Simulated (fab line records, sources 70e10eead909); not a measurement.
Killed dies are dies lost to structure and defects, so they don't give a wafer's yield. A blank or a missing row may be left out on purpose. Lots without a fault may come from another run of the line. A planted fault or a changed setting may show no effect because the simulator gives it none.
fab line records | flow nand_harc
record lots=6 wafers=18 last_day=24
route steps=1159 shown THIN_TSV@1140 END@1159
lots that met no fault: from a run of the same line without faults
start_h: hours from the record's first day to the start of the lot's first wafer shown | wait_h: hours since the lot's step before | " the same as in the row above | L1.1+2: a row that stands for several wafers | - no value, or no start given | * or withheld: withheld | < > ~ a bound
route shown NAME@n: a module of which the file shows steps, and the number in the route of the first | usual: mean/standard deviation of fault-free wafers | same: alike in all rows | chamber/n: place in a boat | sites: the reading at each site | _std_site: their standard deviation | _edge_site: outer sites' mean less inner sites' | radius_mm: how far each site lies from the wafer's centre | mask NAME#n: copy n | behind: the tool/chamber that last shaped the wafer | hold: why the lot was held/for how many hours/how that ended | device: the transistor (n, p or np) that didn't switch | end of line: the same wafers' tests at the end of the route | a step without rows: its recipe alone | killed: dies lost to structure and defects at the first sort, not the wafer's yield | map: a wafer's dies, x killed, . not, _ none there
set.NAME: the setting as run; set.NAME@STEP: as run at that earlier step | model.NAME: the simulator's own value behind a step, which no gauge read
lots at some steps of the route; a table a step, a row a wafer
services: from which hour (start_h, from the record's first day; less than 0 if before it) a tool's chamber was out of use, for how many hours, and why
## steps
# step NHARC_THIN_TSV_DEHYDRATE_25
# recipe temp_c=150 time_s=120
# step NHARC_THIN_TSV_HMDS_26
# recipe time_s=30
# step NHARC_THIN_TSV_COAT_27
# recipe spin_rpm=*
# step NHARC_THIN_TSV_SOFTBAKE_28
# recipe temp_c=122 time_s=95
# step NHARC_THIN_TSV_EBR_29
# step NHARC_THIN_TSV_EXPOSE_30
# recipe na=0.55 dose_mj=11.47 mask_id=PAD
# step NHARC_THIN_TSV_PEB_31
# recipe peb_temp_c=118 peb_time_s=85
# step NHARC_THIN_TSV_DEVELOP_32
# recipe time_s=70
# step NHARC_THIN_TSV_CD_MEAS_33
# recipe target_cd_nm=5000 landing_energy_ev=500
# usual cd_nm=4999.3/1.7
# columns lot.wafer tool chamber start_h wait_h cd_nm
L605.3 cd_sem-02 0 471.98 - 4999.4
L605.5 " 0 " " 5001.4
L605.6 " 0 " " 4998.1
L606.3 cd_sem-01 0 473.52 - 4997.9
L606.4 " 0 " " 4999.4
L606.6 " 0 " " 5000.2
L618.3 cd_sem-02 0 539.66 - 4998.0
L618.5 " 0 " " 4997.7
L618.6 " 0 " " 5000.1
L620.2 cd_sem-01 0 540.73 - 5001.3
L620.5 " 0 " " 4999.6
L620.6 " 0 " " 5000.0
L619.2 cd_sem-02 0 544.16 - 4996.7
L619.5 " 0 " " 5000.8
L619.6 " 0 " " 5001.0
L621.4 cd_sem-02 0 560.37 - 5000.0
L621.5 " 0 " " 5000.5
L621.6 " 0 " " 5002.1
# step NHARC_THIN_TSV_HARDBAKE_34
# recipe temp_c=125 time_s=80
# step NHARC_THIN_TSV_DESCUM_35
# recipe time_s=3 o2_flow_sccm=200 ar_flow_sccm=0 bias_power_w=0 chemistry=O2
# usual drypump_motor_current_A=5.65/0.27 oes_product_au=0.998/0.01 rf_vpp_V=57.9/0.9 showerhead_plenum_p_Torr=1.94/0.08 throttle_valve_pct=11.311/0.0079
# columns lot.wafer tool chamber start_h wait_h drypump_motor_current_A oes_product_au rf_hours_counter_h rf_vpp_V showerhead_plenum_p_Torr throttle_valve_pct
L605.3 rie_diel-07 2 472.13 - 5.36 1.002 4 56.4 1.87 11.319
L605.6 " 2 " " 5.33 0.992 - 56.8 1.87 11.310
L605.5 " 3 " " 5.56 0.988 - 57.8 1.91 11.301
L606.4 rie_diel-02 2 473.68 - 5.71 1.021 9 59.3 2.04 11.321
L606.3 " 0 " " 5.47 1.002 11 57.1 1.87 11.307
L606.6 " 2 " " 5.72 1.028 - 57.8 2.04 11.308
L618.3 rie_diel-08 0 539.83 - 5.29 1.002 3 59.1 1.96 11.318
L618.5 " 3 " " 6.02 0.981 - 59.2 2.01 11.314
L618.6 " 0 " " 5.30 0.992 - 56.6 1.96 11.294
L620.2 rie_diel-07 3 540.91 - 5.60 0.987 9 58.9 1.91 11.298
L620.6 " 1 " " 5.34 0.994 - 57.7 1.93 11.303
L620.5 " 2 " " 5.30 0.985 - 58.3 1.87 11.306
L619.2 rie_diel-08 0 544.32 - 5.30 0.994 4 57.0 1.96 11.322
L619.5 " 2 " " 5.30 1.015 - 57.3 1.97 11.320
L619.6 " 3 " " 6.04 1.000 - 57.9 2.01 11.333
L621.4 rie_diel-08 1 560.52 - 6.26 0.997 10 58.1 1.96 11.320
L621.6 " 1 " " 6.25 1.005 - 60.3 1.96 11.307
L621.5 " 2 " " 5.30 1.011 - 57.1 1.97 11.317
# step NHARC_THIN_TSV_ETCH_59
# recipe target_depth_a=8800 icp_w=900 bias_w=100 Cl2_flow_sccm=60 bcl3_flow_sccm=30 time_s=138.1 chemistry=Cl2/BCl3
# usual drypump_motor_current_A=5.6/0.36 oes_product_au=1.000/0.0086 throttle_valve_pct=22.266/0.0089
# columns lot.wafer tool chamber start_h wait_h drypump_motor_current_A oes_product_au rf_hours_counter_h throttle_valve_pct
L605.3 rie_metal-02 1 472.37 0.2 6.1 1.001 - 22.271
L605.6 " 0 " " 4.9 0.999 - 22.264
L605.5 " 1 " " 6.1 0.992 - 22.263
L606.3 rie_metal-03 0 473.88 0.2 6.0 1.010 - 22.259
L606.4 " 1 " " 5.7 0.997 - 22.262
L606.6 " 0 " " 6.0 1.005 - 22.270
L618.3 rie_metal-03 0 540.05 0.2 6.0 1.009 - 22.250
L618.5 " 0 " " 6.0 1.001 - 22.266
L618.6 " 1 " " 5.7 0.984 - 22.265
L620.2 rie_metal-02 0 541.05 0.1 4.9 1.003 4.2 22.276
L620.6 " 1 " " 6.0 0.998 - 22.260
L620.5 " 0 " " 4.9 1.005 - 22.263
L619.2 rie_metal-02 0 544.51 0.2 4.9 0.997 4.4 22.262
L619.6 " 1 " " 6.1 1.006 - 22.260
L619.5 " 0 " " 4.9 1.007 - 22.274
L621.4 rie_metal-01 0 560.75 0.2 5.7 0.998 - 22.265
L621.5 " 1 " " 5.6 0.994 - 22.268
L621.6 " 0 " " 5.7 1.010 - 22.272
# step NHARC_THIN_TSV_ETCH_36
# recipe target_depth_a=650 over_etch_frac=0.3 time_s=18.571 ion_energy_ev=150 chemistry=Cl2/BCl3
# usual drypump_motor_current_A=5.6/0.37 oes_product_au=0.999/0.0085
# columns lot.wafer tool chamber start_h wait_h drypump_motor_current_A oes_product_au rf_hours_counter_h
L605.3 rie_metal-02 0 472.54 0.1 4.9 1.001 -
L605.5 " 1 " " 6.1 1.002 -
L605.6 " 0 " " 4.9 1.010 -
L606.3 rie_metal-03 1 474.08 0.2 5.7 0.980 -
L606.4 " 0 " " 6.0 1.002 -
L606.6 " 1 " " 5.7 0.982 -
L618.3 rie_metal-03 1 540.25 0.2 5.7 0.984 -
L618.6 " 0 " " 6.0 0.999 -
L618.5 " 1 " " 5.7 0.978 -
L620.2 rie_metal-02 1 541.27 0.2 6.1 1.003 4.4
L620.5 " 1 " " 6.1 1.005 -
L620.6 " 0 " " 5.0 0.845 -
L619.2 rie_metal-02 0 544.74 0.2 4.9 1.015 4.6
L619.5 " 1 " " 6.1 1.003 -
L619.6 " 0 " " 4.9 0.829 -
L621.4 rie_metal-01 0 560.93 0.1 5.7 1.011 -
L621.5 " 1 " " 5.5 1.002 -
L621.6 " 0 " " 5.7 1.008 -
# step NHARC_THIN_TSV_STRIP_56
# recipe power_w=1500 temp_c=250 chemistry=O2
# usual drypump_motor_current_A=6.0/0.42 heater_power_w=310/15
# columns lot.wafer tool chamber start_h wait_h drypump_motor_current_A heater_power_w rf_hours_counter_h
L605.3 plasma_asher-01 0 472.72 0.2 6.3 293 -
L605.5 " 0 " " 6.3 295 -
L605.6 " 1 " " 6.2 311 -
L606.4 plasma_asher-01 1 474.26 0.2 6.3 325 -
L606.3 " 0 " " 6.4 296 -
L606.6 " 0 " " 6.4 292 -
L618.3 plasma_asher-01 0 540.51 0.2 6.4 288 -
L618.6 " 1 " " 6.3 327 -
L618.5 " 0 " " 6.4 288 -
L620.2 plasma_asher-01 0 541.42 0.1 6.4 291 30
L620.6 " 0 " " 6.4 291 -
L620.5 " 1 " " 6.3 326 -
L619.2 plasma_asher-01 1 544.89 0.1 6.3 323 33
L619.6 " 0 " " 6.3 296 -
L619.5 " 1 " " 6.2 327 -
L621.4 plasma_asher-01 1 561.15 0.2 6.2 319 -
L621.6 " 0 " " 6.4 296 -
L621.5 " 1 " " 6.2 324 -
# step NHARC_END_SORT_01
# recipe temp_c=25
# usual defect_limited_yield=95.4/1.3 killed_at_array=27/8 killed_at_other=0.8/1.2 killed_at_periphery=3.3/2.3 killed_dies=31/8.8 killed_open=3.2/2.1 killed_short=2.1/1.4 sort_bin_2_pct=1.4/0.55 sort_bin_3_pct=0.25/0.2 sort_bin_4_pct=2.9/0.92 sort_n_pass=646/8.8 sort_rim_yield_pct=95.5/2.7 sort_yield_pct=95.4/1.3
# same gross_dies=677 sort_bin_5_pct[%]=0 sort_bin_6_pct[%]=0 sort_bin_7_pct[%]=0 sort_bin_8_pct[%]=0 sort_rim_n_gross=106.00
# columns lot.wafer tool chamber start_h wait_h defect_limited_yield[%] killed_at_array killed_at_other killed_at_periphery killed_dies killed_open killed_short sort_bin_2_pct[%] sort_bin_3_pct[%] sort_bin_4_pct[%] sort_n_pass sort_rim_yield_pct[%] sort_yield_pct[%]
L619.2 prober-02 0 558.58 2.8 94.8 31 0 4 35 8 2 1.9 0.15 3.1 642 94.3 94.8
L619.5 prober-02 0 561.00 3.7 93.9 37 0 4 41 4 3 2.5 0.89 2.7 636 93.4 93.9
L621.4 prober-01 0 571.70 3.4 93.1 43 0 4 47 3 1 2.2 0.44 4.3 630 86.8 93.1
L621.5 prober-01 0 572.50 3.7 91.9 48 0 7 55 0 3 2.4 0.44 5.3 622 93.4 91.9
L621.6 prober-01 0 573.30 4.0 92.5 41 0 10 51 2 1 2.5 0.30 4.7 626 89.6 92.5
# killed by level:class
L619.2 A_CHANNEL_HOLE_D1:chamber_film_flake=12 A_CONTACT:chamber_film_flake=5 A_ZERO_WELL:chamber_film_flake=4 P_M0:geometric_particle:open=2 A_CONTACT:geometric_particle:open=2 A_STAIRCASE:chamber_film_flake=2 P_GATE:geometric_particle:open=1 A_SOURCE_PLATE:geometric_particle:short=1
L619.5 A_CHANNEL_HOLE_D1:chamber_film_flake=19 A_CONTACT:chamber_film_flake=8 A_CONTACT:geometric_particle:open=2 P_STI:chamber_film_flake=2 A_STAIRCASE:chamber_film_flake=2 A_ONON_D1:geometric_particle:open=1 A_WL_FILL:geometric_particle:short=1 A_BLC:geometric_particle:short=1
L621.4 A_CHANNEL_HOLE_D1:chamber_film_flake=19 A_SLIT:chamber_film_flake=11 A_CONTACT:chamber_film_flake=6 A_STAIRCASE:chamber_film_flake=5 P_CONTACT:geometric_particle:open=1 P_M0:geometric_particle:open=1 A_CHANNEL_FILL_D1:geometric_particle:short=1 A_CONTACT:geometric_particle:open=1
L621.5 A_CHANNEL_HOLE_D1:chamber_film_flake=29 A_SLIT:chamber_film_flake=12 P_M0:chamber_film_flake=4 P_GATE:chamber_film_flake=3 A_CONTACT:chamber_film_flake=3 A_CHANNEL_HOLE_D1:geometric_particle:short=1 A_CHANNEL_FILL_D1:geometric_particle:short=1 A_WL_FILL:geometric_particle:short=1
L621.6 A_CHANNEL_HOLE_D1:chamber_film_flake=17 A_SLIT:chamber_film_flake=14 A_CONTACT:chamber_film_flake=6 P_M0:chamber_film_flake=5 A_STAIRCASE:chamber_film_flake=3 P_GATE:chamber_film_flake=2 P_CONTACT:geometric_particle:open=1 P_M0:geometric_particle:open=1
## services
# columns tool chamber start_h hours kind
rie_diel-07 1 452.43 3.9 repair
rie_metal-03 - 453.00 9.0 pm
rie_metal-03 0 453.00 9.0 vent_cycle
rie_metal-03 1 453.00 9.0 vent_cycle
plasma_asher-01 - 453.20 9.0 pm
plasma_asher-01 0 453.20 9.0 vent_cycle
plasma_asher-01 1 453.20 9.0 vent_cycle
rie_diel-08 0 458.15 - clean
rie_diel-08 1 458.15 - clean
rie_diel-08 2 458.15 - clean
rie_metal-03 0 462.00 - clean
rie_metal-03 1 462.00 - clean
plasma_asher-01 0 462.20 - clean
plasma_asher-01 1 462.20 - clean
plasma_asher-01 - 474.87 0.4 repair
rie_diel-08 - 478.80 9.0 pm
rie_diel-02 1 501.19 7.4 repair
rie_diel-02 - 504.70 9.0 pm
rie_diel-07 0 508.92 10.8 repair
rie_metal-01 - 509.00 9.0 pm
rie_diel-08 2 512.19 16.3 repair
plasma_asher-01 - 536.35 0.4 repair
rie_diel-08 1 539.70 6.2 repair
rie_diel-02 1 550.49 8.1 repair
## key
first_sign step=NHARC_THIN_TSV_ETCH_36 reading=oes_product_au direction=down sigmas=19 usual=0.999 struck=0.837
effect none on later readings
met_at NHARC_THIN_TSV_ETCH_36
struck_wafers L619.6,L620.6
onset_between 472.54 541.27
fault kind=process_parameter_drift tool=rie_metal-02 chamber=- onset_h=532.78 steps=NHARC_THIN_TSV_ETCH_36 channel=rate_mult offset=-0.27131 shape=step end_h=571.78 scope=struck_wafers_only
